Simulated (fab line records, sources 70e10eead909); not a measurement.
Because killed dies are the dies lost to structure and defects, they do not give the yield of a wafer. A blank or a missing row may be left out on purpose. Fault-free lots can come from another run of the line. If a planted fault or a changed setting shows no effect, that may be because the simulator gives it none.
Comparing a struck lot with a sound one | flow nand-harc | 40 steps out of a route of 1159
Sound: these wafers, L793.2, L793.3, L793.4. Struck: wafer L810.6 (left out: L810.2, L810.5 of the same lot, which were not struck); the cause appears at the end.
At each step with rows: each side's tool, then ch and its chambers, then its first start. Under that, the readings that differ: sound wafers | struck wafers | difference of the means | sigmas: that difference in standard deviations of wafers without a fault.
alike: readings with means less than 2 such deviations apart, plus words and numbers identical on both sides. not compared: withheld readings, readings lacking a value on some wafer, bounds such as >300 that could conceal the same value, and numbers that have no deviation in the record and whose values overlap.
Wherever a step has rows on one side only, a row that says differs or no value, or a row with sigmas, the two part there. Non-overlapping numbers with no deviation appear without sigmas and do not part them. A reading missing from all wafers of one side parts the sides only when that side holds two or more wafers.

first, 3 steps without rows for these wafers: NHARC_A_BLC_STRIP_29 (strips in CF4); NHARC_A_BLC_STRIP_21 (strips in O2); NHARC_A_BLC_STRIP_22 (strips in post etch residue remover, time 600 s).
NHARC_A_BLC_DEGAS_30: time 60 s.
  sound on pvd-sputter-01, day 18 03:55; struck on pvd-sputter-02, day 23 14:55
  alike: heater-power-w
then, 4 steps without rows for these wafers: NHARC_A_BLC_PRE_CLEAN_31 (time 15 s); NHARC_A_BLC_PVD_32 (deposits Ti, target thk 5 nm, time 17.7 s); NHARC_A_BLC_ALD_23 (deposits TiN, target thk 3 nm, pulse time 1 s, ald cycles 150); NHARC_A_BLC_CVD_24 (deposits W, target thk 150 nm, time 434 s).
NHARC_A_BLC_CMP_25: polishes, t overpolish 30 s, target thk 150 nm.
  sound on cmp-04 ch 0,1,3, day 18 19:07; struck on cmp-02 ch 2, day 24 07:55
  alike: motor-current-A, overpolish-run-s, time-to-endpoint-s
then, 1 step without rows for these wafers: NHARC_A_BLC_SRD_27.
NHARC_A_BLC_INSPECT_28:
  sound on defect-inspect-02, day 18 19:32; struck on defect-inspect-01, day 24 08:19
  reading          | sound       | struck | difference | sigmas
  raw-defect-count | 356 417 493 | 692    | +270       | +3
NHARC_A_M0_DEP_00: deposits SiOC, target thk 150 nm.
  sound on pecvd-03 ch 1,2, day 18 19:38; struck on pecvd-03 ch 0, day 24 08:29
  reading                      | sound             | struck | difference | sigmas
  chamber-pressure-Torr (Torr) | 4.994 4.972 4.988 | 5.011  | +0.026     | +2
then, 9 steps without rows for these wafers: NHARC_A_M0_DEHYDRATE_01 (time 120 s); NHARC_A_M0_HMDS_02 (time 30 s); NHARC_A_M0_COAT_33 (time 65 s); NHARC_A_M0_COAT_03 (resist thk 90 nm); NHARC_A_M0_SOFTBAKE_04 (time 55 s); NHARC_A_M0_EBR_05; NHARC_A_M0_EXPOSE_06 (exposes mask A M0, target cd 80 nm); NHARC_A_M0_PEB_07 (peb time 65 s); NHARC_A_M0_DEVELOP_08 (develop time 35 s).
NHARC_A_M0_CD_MEAS_09 targets a cd of 80 nm.
  sound on cd-sem-01 ch 0, day 18 20:26; struck on cd-sem-01 ch 0, day 24 09:23
  alike: cd-nm
NHARC_A_M0_OVL_MEAS_10: pitch 160 nm.
  sound on overlay-02, day 18 20:31; struck on overlay-01, day 24 09:28
  alike: overlay-x-nm, overlay-y-nm
NHARC_A_M0_INSPECT_11:
  sound on defect-inspect-02, day 18 20:33; struck on defect-inspect-02, day 24 09:30
  reading          | sound    | struck | difference | sigmas
  raw-defect-count | 26 21 20 | 52     | +30        | +2
then, 2 steps without rows for these wafers: NHARC_A_M0_DESCUM_14 (chemistry O2, time 3 s); NHARC_A_M0_ETCH_34 (etches the open film in N2/H2, target depth 40 nm, overetch 12 nm, time 43.94 s).
NHARC_A_M0_ETCH_15: etches the open film in C4F8/Ar, target depth 150 nm, overetch 15 nm, time 82.5 s.
  sound on rie-diel-05 ch 0,1,3; struck on rie-diel-02 ch 1
  alike: oes-product-au, rf-vpp-V
  not compared: rf-hours-counter-h
NHARC_A_M0_CD_MEAS_16:
  sound on cd-sem-03, day 18 20:55; struck on cd-sem-02, day 24 09:53
  alike: cd-nm
then, 3 steps without rows for these wafers: NHARC_A_M0_STRIP_18 (strips in N2/H2); NHARC_A_M0_STRIP_19 (strips in post etch residue remover, time 600 s); NHARC_A_M0_DEGAS_28 (time 60 s).
NHARC_A_M0_PRE_CLEAN_29: time 30 s.
  sound on pvd-sputter-03; struck on pvd-sputter-01
  alike: heater-power-w
then, 4 steps without rows for these wafers: NHARC_A_M0_PVD_20 (deposits TaN, target thk 5 nm, time 8.06 s); NHARC_A_M0_PVD_21 (deposits Cu, target thk 30 nm, time 20.49 s); NHARC_A_M0_ECD_22 (material Cu, target thk 400 nm); NHARC_A_M0_ANNEAL_30 (time 90 s).
NHARC_A_M0_CMP_23: polishes, t overpolish 20 s, target thk 113.75 nm.
  sound on cmp-02 ch 0,1,3, day 18 22:38; struck on cmp-01 ch 0, day 24 11:38
  alike: motor-current-A, time-to-endpoint-s
then, 1 step without rows for these wafers: NHARC_A_M0_SRD_25.
NHARC_A_M0_INSPECT_27:
  sound on defect-inspect-01, day 18 23:06; struck on defect-inspect-02, day 24 12:06
  alike: raw-defect-count
NHARC_END_SORT_01:
  sound on prober-02 ch 0, day 20 21:16; struck on prober-02 ch 0, day 26 10:05
  reading                  | sound          | struck | difference | sigmas
  defect-limited-yield (%) | 96.3 97.5 96.3 | 0      | -97        | -60
  killed-at-array          | 23 15 20       | 676    | +657       | +60
  killed-dies              | 25 17 25       | 677    | +655       | +60
  sort_bin_2_pct (%)       | 0.4 0.7 1.8    | 95.9   | +94.9      | +99 or more
  sort-n-pass              | 652 660 652    | 0      | -655       | -60
  sort-rim-yield-pct (%)   | 99.1 97.2 96.2 | 0      | -98        | -42
  sort-yield-pct (%)       | 96.3 97.5 96.3 | 0      | -97        | -60
  alike: killed-at-other, killed-at-periphery, killed-open, killed-short, sort_bin_3_pct, sort_bin_4_pct

WHERE THEY PART
Last at NHARC_END_SORT_01 as far as this record goes, first at NHARC_A_BLC_INSPECT_28.

WHY: what the simulator had put in
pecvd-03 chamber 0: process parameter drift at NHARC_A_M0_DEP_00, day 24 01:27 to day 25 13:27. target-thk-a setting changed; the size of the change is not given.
